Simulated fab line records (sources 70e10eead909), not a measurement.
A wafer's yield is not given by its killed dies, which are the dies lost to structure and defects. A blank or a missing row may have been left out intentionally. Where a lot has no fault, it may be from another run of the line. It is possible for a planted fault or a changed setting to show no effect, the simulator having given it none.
Chamber matching	flow nand_harc	NHARC_A_DECK1_JOINT_CMP_13 on cmp-04 has 4 sister chambers
The step polishes, target thk 51.023 nm. 16 wafers are shown with their chamber, then 8 later ones without.

== WAFERS PAIRED WITH THEIR CHAMBERS ==
wafer	chamber	motor_current_A (A)	edge_zone_pressure_frac	time_to_endpoint_s (s)
L074.1	0	10.8	1.007	8.4
L074.2	2	9.8	0.996	6.9
L074.4	3	10.2	1.000	7.0
L077.4	1	12.0	1.001	7.3
L077.5	1	11.7	1.011	6.2
L077.6	0	12.1	1.005	8.1
L081.2	3	10.4	1.001	5.8
L081.3	2	9.2	1.003	7.6
L081.4	1	12.0	1.000	9.8
L083.3	3	10.0	0.999	6.8
L083.4	0	11.6	0.997	7.7
L083.6	3	10.3	0.995	9.2
L084.1	3	10.1	0.999	9.2
L084.5	0	11.9	1.003	9.2
L084.6	3	10.1	1.004	7.1
L086.2	2	9.6	0.999	8.8

SIGNATURES (means of the wafers above)
reading	chamber 0	chamber 1	chamber 2	chamber 3	scatter within a chamber
motor_current_A	11.600	11.900	9.533	10.183	0.334
edge_zone_pressure_frac	1.00300	1.00400	0.99933	0.99967	0.00406
time_to_endpoint_s	8.350	7.767	7.767	7.517	1.27
Rule: for each reading, subtract the chamber's mean from the wafer's reading, divide by that reading's scatter and square the result; add these up over the readings and take the root, which gives the wafer's distance from the chamber. If the next closest chamber is less than 2 further off than the closest, the wafer can't be placed; otherwise it belongs to the closest. The scatter: take each reading less its chamber's mean, square it, sum over the shown wafers, divide by the number of wafers less the number of chambers, and take the root.

== WAFERS WHOSE CHAMBER IS MISSING ==
wafer	motor_current_A (A)	edge_zone_pressure_frac	time_to_endpoint_s (s)
L086.5	11.8	0.998	10.3
L086.6	11.6	1.004	12.4
L095.2	12.1	0.993	7.6
L095.4	12.4	0.998	8.6
L095.5	10.2	1.007	7.3
L096.2	11.7	0.992	8.8
L096.4	10.2	1.004	12.9
L096.6	12.5	1.001	14.7

== WHICH CHAMBER EACH ONE RAN IN ==
wafer	from the rows above	in truth
L086.5	can't be placed: 0 or 1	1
L086.6	can't be placed: 0 or 1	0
L095.2	can't be placed: 1 or 0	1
L095.4	can't be placed: 1 or 0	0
L095.5	can't be placed: 3 or 2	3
L096.2	can't be placed: 0 or 1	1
L096.4	can't be placed: 3 or 2 or 0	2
L096.6	can't be placed: 0 or 1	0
0 of 8 placed correctly. Unplaceable from these rows: 8, with the true chamber sitting among the candidates in 8. Wrongly placed: 0.
